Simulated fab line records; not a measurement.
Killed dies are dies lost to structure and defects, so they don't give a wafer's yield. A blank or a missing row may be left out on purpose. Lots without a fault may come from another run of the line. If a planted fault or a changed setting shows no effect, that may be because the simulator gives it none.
Chamber matching + flow n5 finfet + 3 sister chambers for N5_BEOL_M7_ETCH_61 on rie diel-05
The step etches SiARC in CF4, target depth 45.5 nm, time 75.8 s. 14 wafers are shown with their chamber, then 6 later ones without.

## EACH WAFER AND ITS CHAMBER
| wafer  | chamber | showerhead plenum p Torr (Torr) | drypump motor current A (A) | throttle valve pct (%) |
|--------|---------|---------------------------------|-----------------------------|------------------------|
| L078.1 | 2       | 2.06                            | 5.5                         | 15.70                  |
| L078.3 | 3       | 2.09                            | 5.0                         | 15.50                  |
| L078.5 | 2       | 2.07                            | 5.5                         | 15.72                  |
| L077.3 | 2       | 2.06                            | 5.5                         | 15.72                  |
| L077.4 | 3       | 2.09                            | 5.0                         | 15.51                  |
| L077.5 | 1       | 2.26                            | 5.8                         | 15.78                  |
| L079.3 | 1       | 2.26                            | 5.8                         | 15.79                  |
| L079.4 | 1       | 2.26                            | 5.9                         | 15.79                  |
| L079.6 | 2       | 2.06                            | 5.5                         | 15.72                  |
| L086.2 | 1       | 2.25                            | 5.9                         | 15.81                  |
| L086.3 | 3       | 2.09                            | 5.0                         | 15.52                  |
| L086.4 | 2       | 2.06                            | 5.5                         | 15.74                  |
| L084.2 | 2       | 2.06                            | 5.5                         | 15.75                  |
| L084.4 | 3       | 2.09                            | 5.0                         | 15.53                  |

SIGNATURES (means of the wafers above)
| reading                  | chamber 1 | chamber 2 | chamber 3 | scatter within a chamber |
|--------------------------|-----------|-----------|-----------|--------------------------|
| showerhead plenum p Torr | 2.2575    | 2.0617    | 2.0900    | 0.00379                  |
| drypump motor current A  | 5.850     | 5.500     | 5.000     | 0.0302                   |
| throttle valve pct       | 15.7925   | 15.7250   | 15.5150   | 0.0152                   |
Rule: for each reading, subtract the chamber's mean from the wafer's reading, divide by that reading's scatter and square the result; add these up over the readings and take the root, which gives the wafer's distance from the chamber. The wafer belongs to the nearest chamber; if the next one is less than 2 further off, it can't be placed. How the scatter is found: for the shown wafers, subtract from each reading the mean of its chamber, square and add these, divide the total by (wafers less chambers), then take the root.

## WAFERS WITHOUT THEIR CHAMBER
| wafer  | showerhead plenum p Torr (Torr) | drypump motor current A (A) | throttle valve pct (%) |
|--------|---------------------------------|-----------------------------|------------------------|
| L084.5 | 2.09                            | 5.0                         | 15.53                  |
| L093.3 | 2.05                            | 5.5                         | 15.77                  |
| L093.5 | 2.25                            | 5.9                         | 15.83                  |
| L095.1 | 2.05                            | 5.5                         | 15.78                  |
| L095.2 | 2.24                            | 5.9                         | 15.84                  |
| L095.3 | 2.08                            | 5.0                         | 15.58                  |

## THE CHAMBER EACH PASSED THROUGH
| wafer  | from the rows above | in truth |
|--------|---------------------|----------|
| L084.5 | 3                   | 3        |
| L093.3 | 2                   | 2        |
| L093.5 | 1                   | 1        |
| L095.1 | 2                   | 2        |
| L095.2 | 1                   | 1        |
| L095.3 | 3                   | 3        |
6 of 6 placed correctly. From these rows, 0 cannot be placed. Placed wrongly: 0.
